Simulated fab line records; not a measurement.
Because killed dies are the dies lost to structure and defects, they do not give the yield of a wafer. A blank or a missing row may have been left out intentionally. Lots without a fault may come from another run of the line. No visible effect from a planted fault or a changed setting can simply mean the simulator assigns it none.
Code-filled problem report in 8D (eight disciplines) form || flow n5_finfet || the parts of the form that need people (team, actions taken, sign-off) are left out

== 1. WHAT IS WRONG ==
At N5_PASSIVATION_PROBE_49, killed_at_M4_up averages 110 over 2 wafers from 2 lots, while fault-free wafers read 15, standard deviation 5.8. That puts it +16 standard deviations away from the usual mean.
First observed at day 15 04:42: wafer L360.2, on prober-01. At this step, 6 wafers from 2 lots have a number in the record. The rule behind "out" and "out of limits": a value lying over 4 standard deviations away from the usual mean. Any other wafer with a number is counted as sound.

== 2. WHAT IT IS, WHAT IT ISN'T ==
{"question": "which readings at this step", "is": "killed_at_M4_up, defect_limited_yield, killed_dies, killed_on_rim, sort_n_pass, sort_yield_pct", "is not": "killed_at_contacts, killed_at_front_end, killed_at_other, killed_open, killed_short"}
{"question": "which lots", "is": "L360, L361", "is not": "-"}
{"question": "which wafers of those lots", "is": "L360.2, L361.5", "is not": "L360.4, L360.6, L361.1, L361.2"}
{"question": "read on which tools", "is": "prober-01", "is not": "-"}
{"question": "when", "is": "from day 15 04:42", "is not": "up to then (0 sound wafers); but 4 sound wafers of L360, L361 came after"}

== 3. SUSPECTS, AND WHAT RULES EACH OUT ==
Counting: if a tool at a process step up to the reading ran every lot that is out, it stays a suspect. Sound lots after the first of them don't rule it out here, since some wafers of a struck lot are sound.
- pvd_sputter-01 at N5_BEOL_M5_SPUTTER_88 (material Cu, target thk 15 nm, time 27.62 s): kept. It ran every lot that is out, first L360 (day 11 02:59).
- rie_diel-01 at N5_MIM_BOT_LITHO_DESCUM_10 (chemistry O2, time 7.9 s): kept. It ran every lot that is out, first L360 (day 14 20:27).
- prober-01 at N5_PASSIVATION_PROBE_49: kept. It ran every lot that is out, first L360 (day 15 04:42). Its own readings are out on those wafers: defect_limited_yield, killed_at_M4_up, killed_dies, killed_on_rim, sort_n_pass, sort_yield_pct.
Still standing after the count: pvd_sputter-01 at N5_BEOL_M5_SPUTTER_88, rie_diel-01 at N5_MIM_BOT_LITHO_DESCUM_10, prober-01 at N5_PASSIVATION_PROBE_49.

== 4. THE CAUSE (what the simulator had put in) ==
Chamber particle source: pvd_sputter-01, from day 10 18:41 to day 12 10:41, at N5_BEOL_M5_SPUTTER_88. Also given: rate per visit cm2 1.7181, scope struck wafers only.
Counting leaves 3 suspects; this tool is one of them.

== 5. THE EFFECT CHAIN, in route order ==
Rows list readings where the struck wafers' mean (over those with a number) sits beyond 3 standard deviations from the usual. Readings are gone through only where the record gives a usual standard deviation; hours: the median, over the lots, of the time from a lot's start at the first step in this table giving one to that lot's start at this step; sigmas: the change measured in usual standard deviations.
{"hours": 0, "step": "N5_PASSIVATION_PROBE_49", "reading": "defect_limited_yield", "usual": "91.1 %", "on struck wafers": 83.6, "change": -7.5, "sigmas": -5.4}
{"hours": 0, "step": "N5_PASSIVATION_PROBE_49", "reading": "killed_at_M4_up", "usual": 15, "on struck wafers": 110, "change": "+96", "sigmas": "+16"}
{"hours": 0, "step": "N5_PASSIVATION_PROBE_49", "reading": "killed_dies", "usual": 105, "on struck wafers": 194, "change": "+89", "sigmas": "+5.6"}
{"hours": 0, "step": "N5_PASSIVATION_PROBE_49", "reading": "killed_on_rim", "usual": 13, "on struck wafers": 32, "change": "+18", "sigmas": "+5.0"}
{"hours": 0, "step": "N5_PASSIVATION_PROBE_49", "reading": "sort_bin_5_function", "usual": "5.2 %", "on struck wafers": 8.5, "change": "+3.3", "sigmas": "+3.8"}
{"hours": 0, "step": "N5_PASSIVATION_PROBE_49", "reading": "sort_n_pass", "usual": 1075, "on struck wafers": 986, "change": -89, "sigmas": -5.6}
{"hours": 0, "step": "N5_PASSIVATION_PROBE_49", "reading": "sort_yield_pct", "usual": "91.1 %", "on struck wafers": 83.6, "change": -7.5, "sigmas": -5.4}
Its process steps:
- N5_PASSIVATION_PROBE_49

== 6. WHAT WOULD HAVE CAUGHT IT SOONER ==
106 hours passed between the start of the fault at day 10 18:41 and the first reading out of limits in this record, taken at day 15 04:42.
Tool readings at N5_BEOL_M5_SPUTTER_88 with a usual standard deviation given in the record: none out on any struck wafer, hence no alarm at a limit of 4 standard deviations on them.
Lots out: 2; all had begun N5_BEOL_M5_SPUTTER_88 on pvd_sputter-01 by day 15 04:42. Holding the tool at that point would not have protected any of them.
